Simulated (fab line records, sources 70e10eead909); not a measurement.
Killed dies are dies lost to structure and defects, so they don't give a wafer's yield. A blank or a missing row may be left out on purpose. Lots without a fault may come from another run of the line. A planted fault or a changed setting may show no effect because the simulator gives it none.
Which tool did it? | flow nand_harc | 12 lots, 36 wafers sampled, at 5 steps of a route of 1302

WHAT THE GAUGES READ, wafer by wafer
NHARC_END_SORT_01.
lot  | measured     | on        | defect_limited_yield (%) | killed_at_array | killed_at_other | killed_at_periphery | killed_dies | killed_open | killed_short
L103 | day 25 00:53 | prober-02 | 91.6 90.4 87.4           | 51 58 80        | 1 0 1           | 5 7 4               | 57 65 85    | 2 7 0       | 3 1 4
L105 | day 25 03:17 | prober-01 | 87.6 89.1 89.1           | 79 73 70        | 0 0 0           | 5 1 4               | 84 74 74    | 7 2 1       | 2 1 2
L115 | day 29 14:08 | prober-01 | 87.9 89.8 88.8           | 75 64 69        | 0 0 0           | 7 5 7               | 82 69 76    | 3 0 2       | 0 1 1
L121 | day 32 09:04 | prober-01 | 89.8 88.0 90.4           | 67 76 62        | 1 2 0           | 1 3 3               | 69 81 65    | 6 4 3       | 2 6 0
L124 | day 33 18:46 | prober-02 | 90.5 87.4 87.4           | 63 85 77        | 0 0 1           | 1 0 7               | 64 85 85    | 1 1 5       | 3 3 1

WHICH TOOL RAN EACH LOT (tool, then ch and the chambers of the sampled wafers, then the start)
lot  | NHARC_P_M0_CMP_23             | NHARC_P_M1_ETCH_35                 | NHARC_P_M1_ETCH_15                            | NHARC_P_M1_DEGAS_29
L103 | cmp-04 ch 0,2,3, day 6 12:17  | rie_diel-10 ch 0,1,3, day 6 14:28  | rie_diel-10 ch 0,1,3, day 6 15:24 or earlier  | pvd_sputter-03, day 6 15:24
L104 | cmp-04 ch 0,3, day 6 18:28    | rie_diel-10 ch 1,2, day 6 20:47    | rie_diel-10 ch 0,3, day 6 21:44 or earlier    | pvd_sputter-02, day 6 21:44
L105 | cmp-03 ch 2,3, day 7 04:15    | rie_diel-12 ch 0,1,2, day 7 06:22  | rie_diel-12 ch 0,2,3, day 7 07:17 or earlier  | pvd_sputter-03, day 7 07:17
L106 | cmp-03 ch 0,2,3, day 7 10:04  | rie_diel-12 ch 1,2,3, day 7 12:13  | rie_diel-12 ch 0,2,3, day 7 13:08 or earlier  | pvd_sputter-01, day 7 13:08
L107 | cmp-04 ch 0,1,3, day 7 20:23  | rie_diel-10 ch 0,2, day 7 22:24    | rie_diel-10 ch 1,2, day 7 23:26 or earlier    | pvd_sputter-03, day 7 23:26
L115 | cmp-04 ch 1,2,3, day 11 07:56 | rie_diel-12 ch 0,1,2, day 11 09:55 | rie_diel-12 ch 0,2,3, day 11 10:55 or earlier | pvd_sputter-01, day 11 10:55
L121 | cmp-02 ch 1,2,3, day 13 15:27 | rie_diel-10 ch 2,3, day 13 17:31   | rie_diel-10 ch 0,1, day 13 18:28 or earlier   | pvd_sputter-01, day 13 18:28
L122 | cmp-02 ch 0,1,3, day 14 08:25 | rie_diel-11 ch 0,2,3, day 14 10:26 | rie_diel-11 ch 0,1,3, day 14 11:22 or earlier | pvd_sputter-01, day 14 11:22
L123 | cmp-04 ch 1,2,3, day 14 12:24 | rie_diel-10 ch 0,1, day 14 14:32   | rie_diel-10 ch 0,1,2, day 14 15:29 or earlier | pvd_sputter-01, day 14 15:29
L124 | cmp-02 ch 0,1,2, day 15 06:25 | rie_diel-10 ch 0,2,3, day 15 08:31 | rie_diel-10 ch 0,3, day 15 09:27 or earlier   | pvd_sputter-01, day 15 09:27
L125 | cmp-03 ch 0,2, day 15 08:03   | rie_diel-12 ch 1,2,3, day 15 10:13 | rie_diel-12 ch 0,2,3, day 15 11:11 or earlier | pvd_sputter-03, day 15 11:11
L126 | cmp-04 ch 0,1,3, day 15 15:39 | rie_diel-10 ch 1,2,3, day 15 17:47 | rie_diel-10 ch 0,1,2, day 15 18:43 or earlier | pvd_sputter-02, day 15 18:43
- NHARC_P_M0_CMP_23: polishes, t overpolish 20 s, target thk 117.54 nm.
- NHARC_P_M1_ETCH_35: etches the open film in N2/H2, target depth 40 nm, overetch 12 nm, time 43.94 s.
- NHARC_P_M1_ETCH_15: etches the open film in C4F8/Ar, target depth 182.5 nm, time 91.2 s.
- NHARC_P_M1_DEGAS_29: time 60 s.

WHAT THE TOOLS THEMSELVES READ (means of the sampled wafers that have a number; where no wafer has one, the mark that the record gives instead)
NHARC_P_M0_CMP_23.
lot  | tool   | edge_zone_pressure_frac | motor_current_A (A) | time_to_endpoint_s (s)
L103 | cmp-04 | 0.996                   | 12.9                | 30.0
L104 | cmp-04 | 1.002                   | 11.8                | 28.8
L105 | cmp-03 | 1.002                   | 12.4                | 27.0
L106 | cmp-03 | 1.003                   | 12.0                | 28.9
L107 | cmp-04 | 0.993                   | 12.5                | 26.7
L115 | cmp-04 | 1.001                   | 12.7                | 25.9
L121 | cmp-02 | 0.996                   | 10.9                | 28.6
L122 | cmp-02 | 1.001                   | 11.6                | 32.9
L123 | cmp-04 | 0.995                   | 12.7                | 28.0
L124 | cmp-02 | 0.995                   | 11.4                | 29.0
L125 | cmp-03 | 0.999                   | 12.9                | 29.1
L126 | cmp-04 | 1.001                   | 12.5                | 30.0

NHARC_P_M1_ETCH_35.
lot  | tool        | drypump_motor_current_A (A) | oes_product_au (a.u.) | rf_vpp_V (V) | showerhead_plenum_p_Torr (Torr) | throttle_valve_pct (%)
L103 | rie_diel-10 | 5.7                         | 0.999                 | 429.9        | 1.99                            | 14.177
L104 | rie_diel-10 | 5.2                         | 0.995                 | 432.6        | 2.10                            | 14.175
L105 | rie_diel-12 | 5.8                         | 1.005                 | 431.0        | 2.03                            | 14.172
L106 | rie_diel-12 | 6.3                         | 0.994                 | 429.7        | 2.02                            | 14.179
L107 | rie_diel-10 | 5.8                         | 0.998                 | 430.6        | 2.05                            | 14.170
L115 | rie_diel-12 | 5.8                         | 0.951                 | 430.7        | 2.03                            | 14.165
L121 | rie_diel-10 | 5.7                         | 1.001                 | 430.8        | 2.03                            | 14.179
L122 | rie_diel-11 | 5.8                         | 0.994                 | 429.0        | 1.97                            | 14.178
L123 | rie_diel-10 | 5.4                         | 0.982                 | 429.5        | 1.99                            | 14.174
L124 | rie_diel-10 | 5.8                         | 0.998                 | 430.6        | 2.04                            | 14.170
L125 | rie_diel-12 | 6.3                         | 1.010                 | 429.2        | 2.01                            | 14.176
L126 | rie_diel-10 | 5.4                         | 0.996                 | 431.0        | 2.04                            | 14.183

NHARC_P_M1_ETCH_15.
lot  | tool        | oes_product_au (a.u.) | rf_vpp_V (V)
L103 | rie_diel-10 | 0.964                 | 439.5
L104 | rie_diel-10 | 0.959                 | 439.7
L105 | rie_diel-12 | 0.927                 | 441.1
L106 | rie_diel-12 | 0.977                 | 441.0
L107 | rie_diel-10 | 0.921                 | 442.1
L115 | rie_diel-12 | 0.940                 | 441.5
L121 | rie_diel-10 | 0.934                 | 439.2
L122 | rie_diel-11 | 0.961                 | 438.8
L123 | rie_diel-10 | 0.953                 | 440.9
L124 | rie_diel-10 | 0.959                 | 439.3
L125 | rie_diel-12 | 0.971                 | 441.7
L126 | rie_diel-10 | 0.918                 | 441.2

NHARC_P_M1_DEGAS_29.
lot  | tool           | heater_power_w (W)
L103 | pvd_sputter-03 | 333
L104 | pvd_sputter-02 | 349
L105 | pvd_sputter-03 | 341
L106 | pvd_sputter-01 | 349
L107 | pvd_sputter-03 | 335
L115 | pvd_sputter-01 | 308
L121 | pvd_sputter-01 | 344
L122 | pvd_sputter-01 | 348
L123 | pvd_sputter-01 | 341
L124 | pvd_sputter-01 | 348
L125 | pvd_sputter-03 | 336
L126 | pvd_sputter-02 | 345

THE ANSWER, worked out from the rows above alone
Rule: what is usual is taken from the lots themselves. Put in order of their means at a reading, lots are off if they are a third of the lots or fewer, leave a main group of 4 or more, and stand apart from it by a gap of 3 or more times the standard deviation of the main group's means; of several such gaps the widest counts. A main group whose means are all the same, to the digits that the tables above print for the reading, isn't used. A lot without any number at a reading at which 4 lots or more have one is off too. The other lots that the step has rows for count as sound. The gauges are gone through in route order, then the tools' own readings, and for those a lot's mean is taken as printed above. The first step at which some lot is off is used, and at that step the reading that is off furthest; a lot without a number counts as furthest.
Off: L115, at NHARC_P_M1_ETCH_35 (oes_product_au). The main group: mean 0.997 a.u., standard deviation 0.0067.
A tool fits if, at that step or a process step before it, it ran every lot that is off, and no sound lot after the first of them. None of those tried fits.

WHAT THE SIMULATOR HAD PUT IN
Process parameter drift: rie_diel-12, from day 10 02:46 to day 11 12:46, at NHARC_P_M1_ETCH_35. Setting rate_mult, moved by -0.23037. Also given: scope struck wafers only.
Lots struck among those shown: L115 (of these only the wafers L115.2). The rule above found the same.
